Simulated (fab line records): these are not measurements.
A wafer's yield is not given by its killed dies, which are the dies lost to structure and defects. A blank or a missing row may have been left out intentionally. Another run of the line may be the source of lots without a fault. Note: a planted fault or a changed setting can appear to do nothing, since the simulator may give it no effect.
The tool behind it: which one? ; flow n5_finfet ; 33 wafers from 11 lots sampled at 2 of the route's 1938 steps

WHAT THE GAUGES READ, wafer by wafer
N5_WELL_APT_OVL_MEAS_09.
lot;measured;on;NWELL_OVL (nm)
L671;day 1 20:05;overlay-02;-13 -11 -13
L672;day 2 01:43;overlay-02;-5 -4 -2
L677;day 3 07:38;overlay-02;1 2 -4
L678;day 3 13:55;overlay-02;-2 4 0
L680;day 4 01:47;overlay-02;1 -1 1
L686;day 5 14:02;overlay-01;1 -7 -1
L687;day 5 19:50;overlay-01;0 -4 -6
L688;day 6 02:02;overlay-01;-4 4 -2
L689;day 6 07:35;overlay-02;1 1 4
L692;day 7 01:46;overlay-02;-7 -10 -9
L693;day 7 07:54;overlay-02;-2 -1 -3

TOOL THAT RAN EACH LOT (tool first, then ch and the chambers of the sampled wafers, then the start)
lot;N5_ZERO_LAYER_STRIP_19
L671;wet_bench-06 ch 0,4,5, day 1 19:06
L672;wet_bench-03 ch 3,5,7, day 2 00:59
L677;wet_bench-04 ch 4,5,6, day 3 07:01
L678;wet_bench-04 ch 3,4,5, day 3 13:19
L680;wet_bench-04 ch 2,3,5, day 4 01:09
L686;wet_bench-06 ch 1,2,7, day 5 13:18
L687;wet_bench-04 ch 0,2,3, day 5 19:06
L688;wet_bench-04 ch 1,4,6, day 6 01:17
L689;wet_bench-06 ch 0,3,4, day 6 06:59
L692;wet_bench-03 ch 0,2,7, day 7 00:59
L693;wet_bench-03 ch 1,4,5, day 7 07:17
- N5_ZERO_LAYER_STRIP_19: strips in SPM, time 900 s.

THE ANSWER, worked out from the rows above alone
Rule: the lots themselves supply what counts as usual. The widest of any qualifying gaps counts: lots, ordered by their means at a reading, are off when they make up no more than a third of the lots, leave a main group of 4 or more, and stand apart from it by 3 or more times the standard deviation of that group's means. Not used: any main group whose means are identical at the precision the tables above print for the reading. A lot without any number at a reading at which 4 lots or more have one is off too. Where the step has rows for the other lots, those lots are counted as sound.
No lot is off at any reading shown: from this, nothing can be told.

WHAT HAD BEEN PUT IN BY THE SIMULATOR
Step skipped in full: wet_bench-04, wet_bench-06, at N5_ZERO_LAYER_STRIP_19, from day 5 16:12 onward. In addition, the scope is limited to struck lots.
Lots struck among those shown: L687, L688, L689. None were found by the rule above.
